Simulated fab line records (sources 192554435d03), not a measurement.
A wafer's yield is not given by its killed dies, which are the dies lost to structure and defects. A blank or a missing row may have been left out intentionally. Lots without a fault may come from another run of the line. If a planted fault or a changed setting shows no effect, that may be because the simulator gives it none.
Chamber matching	flow n5Finfet	N5_GATE_CUT_SAC_CAP_01 on aldSin-01: 4 sister chambers
The step material SiNx, target thk 24 nm, pulse time 1 s, ald cycles 480. 33 wafers are shown with their chamber, then 12 later ones without.

## EACH WAFER AND ITS CHAMBER
wafer	chamber	heaterPowerW (W)	precursorPulseHeightRel
L076.1	0	934	0.981
L076.2	1	769	1.026
L076.3	2	1002	0.994
L076.4	3	834	0.955
L076.5	1	783	1.009
L076.6	0	941	1.024
L078.1	1	762	0.992
L078.3	2	1011	1.014
L078.6	0	925	1.015
L080.1	0	916	1.024
L080.4	0	917	0.998
L080.5	1	766	1.023
L081.1	3	813	1.029
L081.3	2	976	0.997
L081.5	0	935	0.983
L083.2	3	804	1.008
L083.3	2	1009	1.008
L083.5	3	843	1.034
L084.1	3	823	0.976
L084.3	1	780	1.018
L084.6	3	815	0.974
L086.1	1	772	0.982
L086.4	2	984	1.035
L086.5	3	840	1.002
L087.1	1	775	0.999
L087.2	3	824	0.981
L087.3	2	991	1.021
L087.4	0	921	0.984
L087.5	1	797	0.975
L087.6	0	949	1.010
L091.1	3	831	0.976
L091.2	1	785	0.989
L091.3	0	904	0.987

SIGNATURES (means of the wafers above)
reading	chamber 0	chamber 1	chamber 2	chamber 3	scatter within a chamber
heaterPowerW	926.89	776.56	995.50	825.22	13
precursorPulseHeightRel	1.00067	1.00144	1.01150	0.99278	0.0206
Rule: a wafer's distance from a chamber is the root of the sum, over the readings, of the square of ((its reading less the chamber's mean) divided by the reading's scatter). The wafer belongs to the nearest chamber; if the next one is less than 2 further off, it can't be placed. The scatter: take each reading less its chamber's mean, square it, sum over the shown wafers, divide by the number of wafers less the number of chambers, and take the root.

## WAFERS WITHOUT THEIR CHAMBER
wafer	heaterPowerW (W)	precursorPulseHeightRel
L091.4	1030	0.978
L091.5	778	1.034
L091.6	999	0.976
L095.1	766	0.965
L095.3	840	1.009
L095.5	783	1.011
L096.1	786	1.005
L096.2	919	1.013
L096.3	996	0.972
L097.2	788	1.006
L097.4	912	1.000
L097.6	833	1.040

## CHAMBER TAKEN BY EACH
wafer	from the rows above	in truth
L091.4	2	2
L091.5	1	1
L091.6	2	2
L095.1	1	1
L095.3	3	3
L095.5	1	1
L096.1	1	1
L096.2	0	0
L096.3	2	2
L097.2	1	1
L097.4	0	0
L097.6	3	3
12 of 12 placed correctly. Not placeable from these rows: 0. Wrongly placed: 0.
